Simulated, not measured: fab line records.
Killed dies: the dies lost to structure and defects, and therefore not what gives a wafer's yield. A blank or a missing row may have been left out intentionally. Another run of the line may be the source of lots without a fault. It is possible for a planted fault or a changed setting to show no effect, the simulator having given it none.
Chamber matching / flow n5_finfet / pecvd-04 running N5_BEOL_M1_PECVD_72: 3 sister chambers
The step deposits SiO2 from TEOS/O2, target thk 16 nm, time 18 s. 30 wafers are shown with their chamber, then 12 later ones without.

WAFERS PAIRED WITH THEIR CHAMBERS
wafer=L074.3; chamber=0; throttle_valve_pct (%)=21.1; showerhead_plenum_p_Torr (Torr)=8.73; heater_power_w (W)=606
wafer=L074.4; chamber=2; throttle_valve_pct (%)=21.1; showerhead_plenum_p_Torr (Torr)=8.76; heater_power_w (W)=629
wafer=L074.6; chamber=1; throttle_valve_pct (%)=23.7; showerhead_plenum_p_Torr (Torr)=8.71; heater_power_w (W)=744
wafer=L075.3; chamber=1; throttle_valve_pct (%)=23.5; showerhead_plenum_p_Torr (Torr)=8.70; heater_power_w (W)=888
wafer=L075.4; chamber=2; throttle_valve_pct (%)=21.1; showerhead_plenum_p_Torr (Torr)=8.78; heater_power_w (W)=669
wafer=L075.5; chamber=2; throttle_valve_pct (%)=21.2; showerhead_plenum_p_Torr (Torr)=8.76; heater_power_w (W)=688
wafer=L077.1; chamber=2; throttle_valve_pct (%)=21.4; showerhead_plenum_p_Torr (Torr)=8.78; heater_power_w (W)=689
wafer=L077.4; chamber=2; throttle_valve_pct (%)=21.4; showerhead_plenum_p_Torr (Torr)=8.79; heater_power_w (W)=708
wafer=L077.5; chamber=2; throttle_valve_pct (%)=21.4; showerhead_plenum_p_Torr (Torr)=8.77; heater_power_w (W)=714
wafer=L079.2; chamber=1; throttle_valve_pct (%)=23.4; showerhead_plenum_p_Torr (Torr)=8.67; heater_power_w (W)=861
wafer=L079.3; chamber=2; throttle_valve_pct (%)=21.1; showerhead_plenum_p_Torr (Torr)=8.77; heater_power_w (W)=701
wafer=L079.6; chamber=2; throttle_valve_pct (%)=21.2; showerhead_plenum_p_Torr (Torr)=8.77; heater_power_w (W)=717
wafer=L080.2; chamber=2; throttle_valve_pct (%)=21.3; showerhead_plenum_p_Torr (Torr)=8.79; heater_power_w (W)=733
wafer=L080.3; chamber=2; throttle_valve_pct (%)=21.0; showerhead_plenum_p_Torr (Torr)=8.80; heater_power_w (W)=734
wafer=L080.4; chamber=1; throttle_valve_pct (%)=23.5; showerhead_plenum_p_Torr (Torr)=8.72; heater_power_w (W)=872
wafer=L081.1; chamber=2; throttle_valve_pct (%)=21.3; showerhead_plenum_p_Torr (Torr)=8.77; heater_power_w (W)=702
wafer=L081.3; chamber=1; throttle_valve_pct (%)=23.6; showerhead_plenum_p_Torr (Torr)=8.69; heater_power_w (W)=776
wafer=L081.4; chamber=2; throttle_valve_pct (%)=21.3; showerhead_plenum_p_Torr (Torr)=8.78; heater_power_w (W)=709
wafer=L083.1; chamber=2; throttle_valve_pct (%)=21.1; showerhead_plenum_p_Torr (Torr)=8.78; heater_power_w (W)=703
wafer=L083.5; chamber=1; throttle_valve_pct (%)=23.6; showerhead_plenum_p_Torr (Torr)=8.74; heater_power_w (W)=731
wafer=L083.6; chamber=2; throttle_valve_pct (%)=21.2; showerhead_plenum_p_Torr (Torr)=8.77; heater_power_w (W)=689
wafer=L085.2; chamber=2; throttle_valve_pct (%)=21.2; showerhead_plenum_p_Torr (Torr)=8.78; heater_power_w (W)=650
wafer=L085.3; chamber=2; throttle_valve_pct (%)=20.9; showerhead_plenum_p_Torr (Torr)=8.76; heater_power_w (W)=665
wafer=L085.4; chamber=1; throttle_valve_pct (%)=23.2; showerhead_plenum_p_Torr (Torr)=8.70; heater_power_w (W)=851
wafer=L087.2; chamber=1; throttle_valve_pct (%)=23.3; showerhead_plenum_p_Torr (Torr)=8.70; heater_power_w (W)=836
wafer=L087.4; chamber=2; throttle_valve_pct (%)=21.1; showerhead_plenum_p_Torr (Torr)=8.78; heater_power_w (W)=620
wafer=L087.5; chamber=1; throttle_valve_pct (%)=23.4; showerhead_plenum_p_Torr (Torr)=8.71; heater_power_w (W)=841
wafer=L088.3; chamber=2; throttle_valve_pct (%)=21.3; showerhead_plenum_p_Torr (Torr)=8.77; heater_power_w (W)=666
wafer=L088.4; chamber=1; throttle_valve_pct (%)=23.5; showerhead_plenum_p_Torr (Torr)=8.70; heater_power_w (W)=820
wafer=L088.6; chamber=2; throttle_valve_pct (%)=21.1; showerhead_plenum_p_Torr (Torr)=8.78; heater_power_w (W)=640

SIGNATURES (averages over the wafers above)
reading=throttle_valve_pct; chamber 0=21.100; chamber 1=23.470; chamber 2=21.195; scatter within a chamber=0.143
reading=showerhead_plenum_p_Torr; chamber 0=8.7300; chamber 1=8.7040; chamber 2=8.7758; scatter within a chamber=0.0137
reading=heater_power_w; chamber 0=606.00; chamber 1=822.00; chamber 2=685.58; scatter within a chamber=41.5
Rule: a wafer lies at a distance from a chamber equal to the root of the sum of squares, over the readings, of (its reading less the chamber's mean, divided by the reading's scatter). The wafer belongs to the nearest chamber; if the next one is less than 2 further off, it can't be placed. The scatter is the square root of a quotient: the sum, over the shown wafers, of each reading's squared deviation from its chamber's mean, divided by wafers minus chambers.

WAFERS MISSING THEIR CHAMBER
wafer=L089.2; throttle_valve_pct (%)=23.2; showerhead_plenum_p_Torr (Torr)=8.70; heater_power_w (W)=840
wafer=L089.5; throttle_valve_pct (%)=21.1; showerhead_plenum_p_Torr (Torr)=8.75; heater_power_w (W)=636
wafer=L089.6; throttle_valve_pct (%)=23.6; showerhead_plenum_p_Torr (Torr)=8.69; heater_power_w (W)=862
wafer=L091.2; throttle_valve_pct (%)=23.3; showerhead_plenum_p_Torr (Torr)=8.69; heater_power_w (W)=807
wafer=L091.5; throttle_valve_pct (%)=23.4; showerhead_plenum_p_Torr (Torr)=8.72; heater_power_w (W)=793
wafer=L091.6; throttle_valve_pct (%)=21.2; showerhead_plenum_p_Torr (Torr)=8.71; heater_power_w (W)=588
wafer=L094.2; throttle_valve_pct (%)=21.2; showerhead_plenum_p_Torr (Torr)=8.76; heater_power_w (W)=671
wafer=L094.4; throttle_valve_pct (%)=21.1; showerhead_plenum_p_Torr (Torr)=8.77; heater_power_w (W)=566
wafer=L094.5; throttle_valve_pct (%)=21.3; showerhead_plenum_p_Torr (Torr)=8.77; heater_power_w (W)=675
wafer=L097.4; throttle_valve_pct (%)=21.4; showerhead_plenum_p_Torr (Torr)=8.76; heater_power_w (W)=682
wafer=L097.5; throttle_valve_pct (%)=21.2; showerhead_plenum_p_Torr (Torr)=8.73; heater_power_w (W)=581
wafer=L097.6; throttle_valve_pct (%)=21.1; showerhead_plenum_p_Torr (Torr)=8.79; heater_power_w (W)=712

WHICH CHAMBER EACH WENT THROUGH
wafer=L089.2; from the rows above=1; in truth=1
wafer=L089.5; from the rows above=can't be placed: 0 or 2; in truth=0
wafer=L089.6; from the rows above=1; in truth=1
wafer=L091.2; from the rows above=1; in truth=1
wafer=L091.5; from the rows above=1; in truth=1
wafer=L091.6; from the rows above=0; in truth=0
wafer=L094.2; from the rows above=can't be placed: 2 or 0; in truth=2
wafer=L094.4; from the rows above=can't be placed: 2 or 0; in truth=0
wafer=L094.5; from the rows above=2; in truth=2
wafer=L097.4; from the rows above=can't be placed: 2 or 0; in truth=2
wafer=L097.5; from the rows above=0; in truth=0
wafer=L097.6; from the rows above=2; in truth=2
Placed correctly: 8 of 12. Unplaceable from these rows: 4, with the true chamber sitting among the candidates in 4. Placed wrongly: 0.
